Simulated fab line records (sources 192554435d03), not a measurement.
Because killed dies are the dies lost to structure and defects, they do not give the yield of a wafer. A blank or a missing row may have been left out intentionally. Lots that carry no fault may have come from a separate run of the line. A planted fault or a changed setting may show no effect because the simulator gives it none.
Split-lot experiment + flow n5Finfet + 7 lots, 39 wafers read, on a route of 1938 steps

== THE SPLIT ITSELF ==
At N5_GATE_CUT_ALD_22 (deposits SiNx, target thk 16 nm, pulse time 1 s, ald cycles 320), the setting aldCycles was moved away from the recipe's 320 on 15 of the 39 wafers read, by +5.3% to +12.8%. All remaining wafers had this setting at the recipe value.

Reading taken at the split's own step.

== THE READING ==
SiNx_of_GATE_CUT_ALD_22.thkNm (the simulator's own value, which no gauge read), in nm, at N5_GATE_CUT_ALD_22 (deposits SiNx, target thk 16 nm, pulse time 1 s, ald cycles 320). No usual value for it is given in the file. Average 16.0 nm, standard deviation 0.075 nm, over the 24 wafers here run with the recipe.

| wafer  | tool, chamber at the split | aldCycles as run | against the recipe | SiNx_of_GATE_CUT_ALD_22.thkNm, nm | against lot-mates on the recipe |
|--------|----------------------------|------------------|--------------------|-----------------------------------|---------------------------------|
| L079.1 | aldSin-01, 3               | 320              | recipe             | 16                                | -                               |
| L079.3 | aldSin-01, 1,3             | 320              | recipe             | 15.8                              | -                               |
| L079.5 | aldSin-01, 1,3             | 320              | recipe             | 15.8                              | -                               |
| L082.1 | aldSin-01, 1               | 320              | recipe             | 15.8                              | -                               |
| L082.2 | aldSin-01, 0,3,2           | 349              | +9.1%              | 17.4                              | +1.5                            |
| L082.3 | aldSin-01, 0,3,2           | 349              | +9.1%              | 17.4                              | +1.5                            |
| L082.4 | aldSin-01, 0,3,2           | 349              | +9.1%              | 17.4                              | +1.5                            |
| L082.5 | aldSin-01, 3,0             | 320              | recipe             | 16                                | -                               |
| L082.6 | aldSin-01, 3,0             | 320              | recipe             | 16                                | -                               |
| L083.1 | aldSin-02, 0,3             | 359              | +12.2%             | 17.8                              | +1.9                            |
| L083.4 | aldSin-02, 0,3             | 359              | +12.2%             | 17.8                              | +1.9                            |
| L083.2 | aldSin-02, 2,3             | 320              | recipe             | 16                                | -                               |
| L083.6 | aldSin-02, 2,3             | 320              | recipe             | 16                                | -                               |
| L083.3 | aldSin-02, 1               | 320              | recipe             | 15.8                              | -                               |
| L083.5 | aldSin-02, 0               | 359              | +12.2%             | 18                                | +2.1                            |
| L085.1 | aldSin-01, 1,0,2           | 337              | +5.3%              | 16.8                              | +0.8                            |
| L085.4 | aldSin-01, 1,0,2           | 337              | +5.3%              | 16.8                              | +0.8                            |
| L085.6 | aldSin-01, 1,0,2           | 337              | +5.3%              | 16.8                              | +0.8                            |
| L085.2 | aldSin-01, 0,2,1           | 320              | recipe             | 16                                | -                               |
| L085.3 | aldSin-01, 0,2,1           | 320              | recipe             | 16                                | -                               |
| L085.5 | aldSin-01, 0,2,1           | 320              | recipe             | 16                                | -                               |
| L087.1 | aldSin-01, 1,2,0           | 320              | recipe             | 16                                | -                               |
| L087.2 | aldSin-01, 1,2,0           | 320              | recipe             | 16                                | -                               |
| L087.6 | aldSin-01, 1,2,0           | 320              | recipe             | 16                                | -                               |
| L087.3 | aldSin-01, 0,2             | 349              | +9.1%              | 17.6                              | +1.6                            |
| L087.4 | aldSin-01, 0,2             | 349              | +9.1%              | 17.6                              | +1.6                            |
| L087.5 | aldSin-01, 1               | 349              | +9.1%              | 17.4                              | +1.4                            |
| L089.1 | aldSin-04, 3,2,1,0,0,3     | 320              | recipe             | 16                                | -                               |
| L089.2 | aldSin-04, 3,2,1,0,0,3     | 320              | recipe             | 16                                | -                               |
| L089.3 | aldSin-04, 3,2,1,0,0,3     | 320              | recipe             | 16                                | -                               |
| L089.4 | aldSin-04, 3,2,1,0,0,3     | 320              | recipe             | 16                                | -                               |
| L089.5 | aldSin-04, 3,2,1,0,0,3     | 320              | recipe             | 16                                | -                               |
| L089.6 | aldSin-04, 3,2,1,0,0,3     | 320              | recipe             | 16                                | -                               |
| L097.1 | aldSin-02, 0,3,0           | 320              | recipe             | 16                                | -                               |
| L097.2 | aldSin-02, 0,3,0           | 320              | recipe             | 16                                | -                               |
| L097.6 | aldSin-02, 0,3,0           | 320              | recipe             | 16                                | -                               |
| L097.3 | aldSin-02, 1,1,3           | 361              | +12.8%             | 18                                | +2.0                            |
| L097.4 | aldSin-02, 1,1,3           | 361              | +12.8%             | 18                                | +2.0                            |
| L097.5 | aldSin-02, 1,1,3           | 361              | +12.8%             | 18                                | +2.0                            |
If several chambers appear in one row, that row covers several wafers at once and the file leaves open which wafer was in which chamber.

THE FIT
A straight line over all 39 wafers: SiNx_of_GATE_CUT_ALD_22.thkNm changes by +0.16 nm for each +1% of aldCycles; r = +1.00; the points scatter about the line by 0.08 nm.
The same after taking each lot's own level away (the mean of its wafers on the recipe; 39 wafers): +0.16 nm for each +1%; r = +1.00; scatter 0.068 nm.
That fit puts the effect of the largest move of aldCycles on the reading at 2 nm.
Across the lots, their own levels run from 15.87 to 16.00 nm, a range of 1.8 times the standard deviation given above.
The two slopes agree, so the slope changes little with the lot-to-lot level.
Check: +2.05 nm against its lot-mates is what the line predicts for one of the wafers moved furthest among these (+12.8%) when that wafer is left out of the fit. It came out at +2 nm against them.

== FURTHER SPLITS ON THESE WAFERS ==
Other splits were also applied to these wafers ahead of the reading. Each is held against what the fit with the lots' levels taken away leaves over:
| other split on the same wafers   | wafers away from the commonest value | r with SiNx_of_GATE_CUT_ALD_22.thkNm (lot level and that fit taken away) |
|----------------------------------|--------------------------------------|--------------------------------------------------------------------------|
| N5_FIN_CUT_CUT_ETCH_15 biasW     | as run: not given for these wafers   | -                                                                        |
| N5_DUMMY_GATE_ETCH_37 sourceW    | 15                                   | +0.10                                                                    |
| N5_SD_ACTIVATION_LSA_01 tempC    | 15                                   | +0.07                                                                    |
| N5_HKMG_FIN_HK_ALD_01 aldCycles  | 18                                   | +0.17                                                                    |
| N5_HKMG_FIN_ETCH_55 biasW        | 12                                   | +0.18                                                                    |
| N5_HKMG_FIN_ETCH_86 targetDepthA | 18                                   | -0.05                                                                    |

== THE FILE'S OWN FIT ==
SiNx_of_GATE_CUT_ALD_22.thkNm changes by +0.16 nm for each +1% of aldCycles, r = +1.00.
